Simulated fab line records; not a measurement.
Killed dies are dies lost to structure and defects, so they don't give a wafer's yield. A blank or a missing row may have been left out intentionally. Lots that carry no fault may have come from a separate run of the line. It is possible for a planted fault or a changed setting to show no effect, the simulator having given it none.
A struck lot beside a sound one	flow n5_finfet	38 steps out of a route of 1938
Sound: these wafers, L121.1, L121.2, L121.5. Struck: wafer L127.4. (L127.5 of the same lot was not struck and is left out.) The cause comes at the end.
For every step that has rows: the tool of each side, followed by ch and its chambers, followed by its first start. Under that, the readings that differ: sound wafers	struck wafers	difference of the means	sigmas: that difference in standard deviations of wafers without a fault.
alike: readings whose means differ by less than 2 such deviations, and words and numbers that are the same on both sides. not compared: withheld readings, readings that some wafer has no value for, bounds like >300 that may hide the same value, and numbers for which the record gives no deviation and whose values overlap.
Wherever a step has rows on one side only, a row that says differs or no value, or a row with sigmas, the two part there. Non-overlapping numbers with no deviation appear without sigmas and do not part them. Lack of a reading on every wafer of one side parts them only where that side has two or more wafers.

first, 9 steps without rows for these wafers: N5_BEOL_M4_ANNEAL_95 (time 240 s); N5_BEOL_M4_SPUTTER_96 (material Cu, target thk 4.5 nm, time 8.29 s); N5_BEOL_M4_ECD_50 (material Cu, target thk 300 nm); N5_BEOL_M4_ANNEAL_51 (time 90 s); N5_BEOL_M4_CMP_52 (polishes, stops on SiOC, t overpolish 6.8 s, target thk 40 nm); N5_BEOL_M4_PRE_CLEAN_60 (time 15 s); N5_BEOL_M4_CO_CAP_55 (material Co, precursor CCTBA/H2, target thk 2 nm, time 102.1 s); N5_BEOL_M4_PRE_CLEAN_56 (time 15 s); N5_BEOL_M4_DEP_57 (deposits SiCN from 3MS/NH3, target thk 8 nm, time 14 s).
N5_BEOL_M4_RC_MEAS_101:
  sound on prober-02 ch 0, day 10 16:11; struck on prober-02 ch 0, day 12 23:28
  alike: DIBL_N, DIBL_P, IOFF_N, IOFF_P, ION_N, ION_P, SS_N, SS_P, VT_N, VT_P
then, 24 steps without rows for these wafers: N5_BEOL_M5_ILD_DEP_00 (deposits SiCOH lowk from DEMS/porogen, target thk 140.64 nm, time 25.9 s); N5_BEOL_M5_CURE_79 (cures SiCOH lowk, time 240 s); N5_BEOL_M5_PECVD_70 (deposits SiO2 from TEOS/O2, target thk 16 nm, time 18 s); N5_BEOL_M5_HM_DEP_02 (deposits TiN, target thk 20 nm); N5_BEOL_M5_COAT_59 (time 60 s, resist thk 60 nm); N5_BEOL_M5_COAT_60 (time 60 s, resist thk 12 nm); N5_BEOL_M5_COAT_71 (time 60 s, resist thk 5 nm); N5_BEOL_M5_COAT_05 (resist thk 30 nm); N5_BEOL_M5_EBR_07; N5_BEOL_M5_SOFTBAKE_06 (time 60 s); N5_BEOL_M5_EXPOSE_08 (exposes mask M5, target cd 28 nm); N5_BEOL_M5_PEB_09 (peb time 60 s); N5_BEOL_M5_DEVELOP_10 (develop time 30 s); N5_BEOL_M5_DESCUM_16 (chemistry O2, time 7 s); N5_BEOL_M5_ETCH_72 (etches underlayer in N2/H2, target depth 6.5 nm, time 5.2 s); N5_BEOL_M5_ETCH_61 (etches SiARC in CF4, target depth 15.6 nm, time 26 s); N5_BEOL_M5_ETCH_62 (etches SOC in N2/H2, target depth 75 nm, overetch 15 nm, time 112.5 s); N5_BEOL_M5_STRIP_63 (strips in N2/H2); N5_BEOL_M5_STRIP_73 (strips in N2/H2); N5_BEOL_M5_STRIP_64 (strips in CF4); N5_BEOL_M5_HM_OPEN_17 (chemistry Cl2/BCl3, target TiN, target depth 20 nm, overetch 6 nm); N5_BEOL_M5_STRIP_19 (strips in O2); N5_BEOL_M5_COAT_65 (time 60 s, resist thk 60 nm); N5_BEOL_M5_COAT_66 (time 60 s, resist thk 12 nm).
-- a jump in the record: the struck wafers' starts before and after are 2 days apart (it breaks off in module BEOL_M5 and resumes in module BEOL_M10, where the first step shown is number 1530 of the route) --
N5_BEOL_M10_CMP_52: polishes, stops on SiCOH lowk, t overpolish 7 s, target thk 140 nm.
  sound on cmp-04 ch 0,2, day 12 23:28; struck on cmp-04 ch 3, day 15 07:28
reading	sound	struck	difference	sigmas
barrier_field_endpoint_s (s)	30.1 29.4 29.2	47.0	+17.4	+26
overpolish_run_s (s)	6.989 7.012 7.009	0.037	-6.966	-99 or more
time_to_endpoint_s (s)	70.0 70.9 70.9	85.4	+14.8	+5
  alike: motor_current_A, slurry_flow_ml_min
N5_BEOL_M10_THK_MEAS_53: measures by xrf.
  sound on film_metro-01 at day 12 23:44; struck on film_metro-01 at day 15 07:46
reading	sound	struck	difference	sigmas
M10_THK (nm)	137 142 137	262	+123	+35
N5_BEOL_M10_INSPECT_58: inspects for defects (darkfield).
  sound on defect_inspect-01 at day 12 23:53; struck on defect_inspect-02 at day 15 07:57
reading	sound	struck	difference	sigmas
raw_defect_count	51 45 74	2339	+2282	+99 or more
-- here the record skips 2 days between the struck wafers' starts before and after, leaving off in module BEOL_M10 and picking up in module PASSIVATION (first step shown: number 1936 of the route) --
N5_PASSIVATION_PROBE_49:
  sound on prober-01 at day 15 09:28; struck on prober-01 at day 17 13:01
reading	sound	struck	difference	sigmas
defect_limited_yield (%)	91.9 91.3 91.4	0	-92	-76
killed_at_M4_up	11 14 10	1080	+1068	+99 or more
killed_dies	95 103 102	1180	+1080	+72
killed_on_rim	18 9 15	152	+138	+38
sort_n_pass	1085 1077 1078	0	-1080	-72
sort_yield_pct (%)	91.9 91.3 91.4	0	-92	-76
  alike: killed_at_M0_to_M3, killed_at_contacts, killed_at_front_end, killed_at_other, killed_open, killed_short, sort_bin_5_function, sort_bin_6_memory

== WHERE THEY PART ==
At N5_BEOL_M10_CMP_52 first; at N5_PASSIVATION_PROBE_49 last (within this record only).

WHY: the cause the simulator had injected
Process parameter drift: cmp-04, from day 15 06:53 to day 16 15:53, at N5_BEOL_M10_CMP_52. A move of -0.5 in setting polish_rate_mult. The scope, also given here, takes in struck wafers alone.
